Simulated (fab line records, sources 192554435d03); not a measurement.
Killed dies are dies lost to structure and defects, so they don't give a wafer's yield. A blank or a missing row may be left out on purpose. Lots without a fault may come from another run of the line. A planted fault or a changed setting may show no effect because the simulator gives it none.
Chamber matching | flow n5_finfet | N5_FIN_SAQP_ETCH_64 on rie_si-06: 4 sister chambers
The step etches SiO2 in CF4, target depth 1.5 nm. 20 wafers are shown with their chamber, then 10 later ones without.

WAFERS WITH THEIR CHAMBER
wafer  | chamber | throttle_valve_pct (%) | drypump_motor_current_A (A) | oes_product_au (a.u.)
L074.1 | 0       | 21.47                  | 6.0                         | 0.965
L074.3 | 3       | 21.86                  | 5.7                         | 1.034
L074.6 | 1       | 21.90                  | 6.5                         | 0.994
L075.1 | 2       | 21.69                  | 5.5                         | 0.988
L075.3 | 0       | 21.45                  | 5.9                         | 0.968
L075.4 | 3       | 21.87                  | 5.7                         | 1.040
L076.1 | 2       | 21.68                  | 5.5                         | 0.977
L076.3 | 0       | 21.46                  | 6.0                         | 0.964
L076.6 | 0       | 21.47                  | 6.0                         | 0.956
L079.1 | 1       | 21.90                  | 6.5                         | 0.994
L079.3 | 3       | 21.87                  | 5.7                         | 1.030
L079.4 | 0       | 21.46                  | 6.0                         | 0.963
L081.1 | 1       | 21.92                  | 6.5                         | 0.988
L081.4 | 0       | 21.46                  | 5.9                         | 0.959
L081.5 | 0       | 21.46                  | 5.9                         | 0.955
L084.2 | 1       | 21.90                  | 6.5                         | 0.988
L084.3 | 0       | 21.47                  | 6.0                         | 0.966
L084.5 | 2       | 21.68                  | 5.6                         | 0.985
L087.2 | 3       | 21.87                  | 5.7                         | 1.027
L087.3 | 1       | 21.89                  | 6.5                         | 0.998

SIGNATURES (means of the wafers above)
reading                 | chamber 0 | chamber 1 | chamber 2 | chamber 3 | scatter within a chamber
throttle_valve_pct      | 21.4625   | 21.9020   | 21.6833   | 21.8675   | 0.00779
drypump_motor_current_A | 5.963     | 6.500     | 5.533     | 5.700     | 0.0399
oes_product_au          | 0.96200   | 0.99240   | 0.98333   | 1.03275   | 0.00497
Rule: a wafer's distance from a chamber is the root of the sum, over the readings, of the square of ((its reading less the chamber's mean) divided by the reading's scatter). The wafer belongs to the nearest chamber; if the next one is less than 2 further off, it can't be placed. The scatter: the root of (the sum of the squares of (reading less its chamber's mean) over the shown wafers, divided by (wafers less chambers)).

WAFERS WITHOUT THEIR CHAMBER
wafer  | throttle_valve_pct (%) | drypump_motor_current_A (A) | oes_product_au (a.u.)
L087.5 | 21.71                  | 5.6                         | 0.989
L090.1 | 21.66                  | 5.6                         | 0.979
L090.3 | 21.47                  | 6.0                         | 0.962
L090.5 | 21.44                  | 5.9                         | 0.957
L092.3 | 21.90                  | 6.5                         | 0.997
L092.4 | 21.70                  | 5.6                         | 1.002
L092.6 | 21.67                  | 5.6                         | 0.985
L094.1 | 21.69                  | 5.6                         | 0.983
L094.5 | 21.45                  | 6.0                         | 0.958
L094.6 | 21.87                  | 5.6                         | 1.025

WHICH CHAMBER EACH WENT THROUGH
wafer  | from the rows above | in truth
L087.5 | 2                   | 2
L090.1 | 2                   | 2
L090.3 | 0                   | 0
L090.5 | 0                   | 0
L092.3 | 1                   | 1
L092.4 | 2                   | 2
L092.6 | 2                   | 2
L094.1 | 2                   | 2
L094.5 | 0                   | 0
L094.6 | 3                   | 3
Placed correctly: 10 of 10. Can't be placed from these rows: 0. Placed wrongly: 0.
